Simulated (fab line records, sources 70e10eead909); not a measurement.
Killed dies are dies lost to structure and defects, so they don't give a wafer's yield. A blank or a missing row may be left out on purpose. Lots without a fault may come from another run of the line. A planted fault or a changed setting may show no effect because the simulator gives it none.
A struck lot beside a sound one | flow nand_harc | 16 steps out of a route of 1302
Sound: wafers L848.2, L848.3, L848.4. Struck: wafers L855.1, L855.4, L855.5. The cause comes at the end.
At each step with rows: each side's tool, then ch and its chambers, then its first start. Under that, the readings that differ: sound wafers | struck wafers | difference of the means | sigmas: that difference in standard deviations of wafers without a fault.
alike: readings whose means differ by less than 2 such deviations, and words and numbers that are the same on both sides. not compared: withheld readings, readings that some wafer has no value for, bounds like >300 that may hide the same value, and numbers for which the record gives no deviation and whose values overlap.
The two part at a step that has a row with sigmas, a row that says differs or no value, or rows on one side only. Numbers that don't overlap but have no deviation are shown without sigmas and don't part them. A reading that every wafer of one side lacks parts them only if that side has two wafers or more.

NHARC_A_ONON_D2_THK_MEAS_08: measures by ellipsometry.
  sound on film_metro-02, day 13 22:20; struck on film_metro-01, day 16 17:55
  alike: thk_nm
then, 1 step without rows for these wafers: NHARC_A_ONON_D2_DEP_09 (target thk 1000 nm).
NHARC_A_ONON_D2_THK_MEAS_11: measures by ellipsometry.
  sound on film_metro-02, day 13 22:54; struck on film_metro-01, day 16 18:29
  alike: thk_nm
then, 1 step without rows for these wafers: NHARC_A_ONON_D2_DEP_12 (target thk 1000 nm).
NHARC_A_ONON_D2_THK_MEAS_14: measures by ellipsometry.
  sound on film_metro-01, day 13 23:28; struck on film_metro-01, day 16 19:03
  alike: thk_nm
then, 2 steps without rows for these wafers: NHARC_A_ONON_D2_ANNEAL_15 (time 3600 s); NHARC_A_ONON_D2_DEP_16 (target thk 1000 nm).
NHARC_A_ONON_D2_THK_MEAS_18: measures by ellipsometry.
  sound on film_metro-01, day 14 10:18; struck on film_metro-01, day 17 02:44
  alike: thk_nm
then, 1 step without rows for these wafers: NHARC_A_ONON_D2_DEP_19 (target thk 1000 nm).
NHARC_A_ONON_D2_THK_MEAS_21: measures by ellipsometry.
  sound on film_metro-01, day 14 10:52; struck on film_metro-01, day 17 03:19
  alike: thk_nm
then, 1 step without rows for these wafers: NHARC_A_ONON_D2_DEP_22 (target thk 1000 nm).
NHARC_A_ONON_D2_THK_MEAS_24: measures by ellipsometry.
  sound on film_metro-01, day 14 11:26; struck on film_metro-01, day 17 03:53
  alike: thk_nm
NHARC_A_ONON_D2_DEP_25: target thk 1000 nm.
  sound on pecvd_onon-02 ch 0, day 14 11:33; struck on pecvd_onon-02 ch 0, day 17 03:57
NHARC_A_ONON_D2_THK_MEAS_27: measures by ellipsometry.
  sound on film_metro-01, day 14 12:00; struck on film_metro-02, day 17 04:28
  reading     | sound       | struck         | difference | sigmas
  thk_nm (nm) | 986 988 985 | 1169 1169 1168 | +182       | +17
then, 1 step without rows for these wafers: NHARC_A_ONON_D2_DEP_28 (target thk 1000 nm).
-- the record jumps here: 11 days lie between the struck wafers' starts before and after (it left off in module A_ONON_D2 and takes up again in module END, whose first step shown is number 1302 of the route) --
NHARC_END_SORT_01:
  the record has rows for the struck wafers here (prober-02 ch 0, day 28 07:39) and none for the sound ones

WHERE THEY PART
First at NHARC_A_ONON_D2_THK_MEAS_27; last, within this record, at NHARC_END_SORT_01.

WHY: what the simulator had put in
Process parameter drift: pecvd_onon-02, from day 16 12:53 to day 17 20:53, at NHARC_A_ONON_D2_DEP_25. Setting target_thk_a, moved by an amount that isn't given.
